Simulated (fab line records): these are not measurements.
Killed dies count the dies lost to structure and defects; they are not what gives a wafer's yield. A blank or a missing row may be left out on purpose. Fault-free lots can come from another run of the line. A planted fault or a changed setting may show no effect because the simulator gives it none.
A struck lot beside a sound one || flow n5Finfet || 37 out of 1938 route steps
Sound: these wafers, L633.2, L633.3, L633.5. Struck: wafer L641.1. (L641.2 of the same lot was not struck and is left out.) The cause comes at the end.
At each step with rows: each side's tool, then ch and its chambers, then its first start. Under that, the readings that differ: sound wafers || struck wafers || difference of the means || sigmas: that difference in standard deviations of wafers without a fault.
alike: readings whose means differ by less than 2 such deviations, and words and numbers that are the same on both sides. not compared: withheld readings, readings that some wafer has no value for, bounds like >300 that may hide the same value, and numbers for which the record gives no deviation and whose values overlap.
A row with sigmas, a row that says differs or no value, or rows on one side alone: a step with any of these is where the two part. Numbers that have no deviation but don't overlap get no sigmas and don't part them. A reading missing from all wafers of one side parts the sides only when that side holds two or more wafers.

first, 8 steps without rows for these wafers: N5_BEOL_M5_ANNEAL_51 (time 90 s); N5_BEOL_M5_CMP_52 (polishes, stops on SiCOH lowk, t overpolish 6.9 s, target thk 62 nm); N5_BEOL_M5_PRE_CLEAN_77 (time 15 s); N5_BEOL_M5_CO_CAP_78 (material Co, precursor CCTBA/H2, target thk 2 nm, time 102.1 s); N5_BEOL_M5_PRE_CLEAN_55 (time 15 s); N5_BEOL_M5_DEP_56 (deposits SiCN from 3MS/NH3, target thk 8 nm, time 14 s); N5_BEOL_M6_ILD_DEP_00 (deposits SiCOH lowk from DEMS/porogen, target thk 179.75 nm, time 33.4 s); N5_BEOL_M6_CURE_74 (cures SiCOH lowk, time 240 s).
N5_BEOL_M6_PECVD_70: deposits SiO2 from TEOS/O2, target thk 20 nm, time 22.7 s.
  sound on pecvd-03 ch 0,1,2, day 9 09:58; struck on pecvd-03 ch 0, day 11 13:41
{"reading": "model.SiO2_of_BEOL_M6_PECVD_70.thkNm (nm)", "sound": "19.6 19.8 20", "struck": 23.4, "difference": "+3.6", "sigmas": ""}
  alike: heaterPowerW, showerheadPlenumPTorr, throttleValvePct
then, 25 steps without rows for these wafers: N5_BEOL_M6_HM_DEP_02 (deposits TiN, target thk 20 nm); N5_BEOL_M6_COAT_59 (time 60 s, resist thk 100 nm); N5_BEOL_M6_COAT_60 (time 60 s, resist thk 35 nm); N5_BEOL_M6_COAT_05 (resist thk 90 nm); N5_BEOL_M6_EBR_07; N5_BEOL_M6_SOFTBAKE_06 (time 60 s); N5_BEOL_M6_EXPOSE_08 (exposes mask M6); N5_BEOL_M6_PEB_09 (peb time 60 s); N5_BEOL_M6_DEVELOP_10 (develop time 30 s); N5_BEOL_M6_DESCUM_16 (chemistry O2, time 7.9 s); N5_BEOL_M6_ETCH_61 (etches SiARC in CF4, target depth 45.5 nm, time 75.8 s); N5_BEOL_M6_ETCH_62 (etches SOC in N2/H2, target depth 110 nm, overetch 22 nm, time 165 s); N5_BEOL_M6_STRIP_68 (strips in N2/H2); N5_BEOL_M6_STRIP_67 (strips in CF4); N5_BEOL_M6_HM_OPEN_17 (chemistry Cl2/BCl3, target TiN, target depth 20 nm, overetch 6 nm); N5_BEOL_M6_STRIP_19 (strips in O2); N5_BEOL_M6_COAT_63 (time 60 s, resist thk 60 nm); N5_BEOL_M6_COAT_64 (time 60 s, resist thk 12 nm); N5_BEOL_M6_COAT_71 (time 60 s, resist thk 5 nm); N5_BEOL_M6_COAT_22 (resist thk 30 nm); N5_BEOL_M6_EBR_24; N5_BEOL_M6_SOFTBAKE_23 (time 60 s); N5_BEOL_M6_EXPOSE_25 (exposes mask V5, target cd 40 nm); N5_BEOL_M6_PEB_26 (peb time 60 s); N5_BEOL_M6_DEVELOP_27 (develop time 30 s).
N5_BEOL_M6_HM_STRIP_39: strips TiN in peroxide tin strip, target depth 25 nm, time 158 s.
  sound on wetBench-03 ch 2,3,6, day 9 12:43; struck on wetBench-02 ch 6, day 11 20:23
{"reading": "model.SiO2_of_BEOL_M6_PECVD_70.thkNm (nm)", "sound": "19.4 19.6 19.8", "struck": 23.4, "difference": "+3.8", "sigmas": ""}
  alike: tempC
N5_BEOL_M6_CMP_52: polishes, stops on SiCOH lowk, t overpolish 6.9 s, target thk 80 nm.
  sound on cmp-02 ch 1,2,3, day 9 16:41; struck on cmp-03 ch 3, day 11 22:51
{"reading": "barrierFieldEndpointS (s)", "sound": "28.0 28.7 28.0", "struck": 32.8, "difference": "+4.6", "sigmas": "+7"}
  alike: motorCurrentA, slurryFilterDpKPa
  not compared: padLifeWafers
-- a jump in the record: the struck wafers' starts before and after are 4 days apart (it breaks off in module BEOL_M6 and resumes in module PASSIVATION, where the first step shown is number 1936 of the route) --
N5_PASSIVATION_PROBE_49:
  sound on prober-02 at day 13 05:20; struck on prober-02 at day 15 11:01
{"reading": "killedOnRim", "sound": "21 17 21", "struck": 12, "difference": -8, "sigmas": -2}
  alike: defectLimitedYield, killed_at_M0_to_M3, killed_at_M4_up, killedAtContacts, killedAtFrontEnd, killedAtOther, killedDies, killedOpen, killedShort, sort_bin_5_function, sort_bin_6_memory, sortNPass, sortYieldPct

WHERE THEY PART
Last at N5_PASSIVATION_PROBE_49 as far as this record goes, first at N5_BEOL_M6_CMP_52.

WHY: what the simulator had put in
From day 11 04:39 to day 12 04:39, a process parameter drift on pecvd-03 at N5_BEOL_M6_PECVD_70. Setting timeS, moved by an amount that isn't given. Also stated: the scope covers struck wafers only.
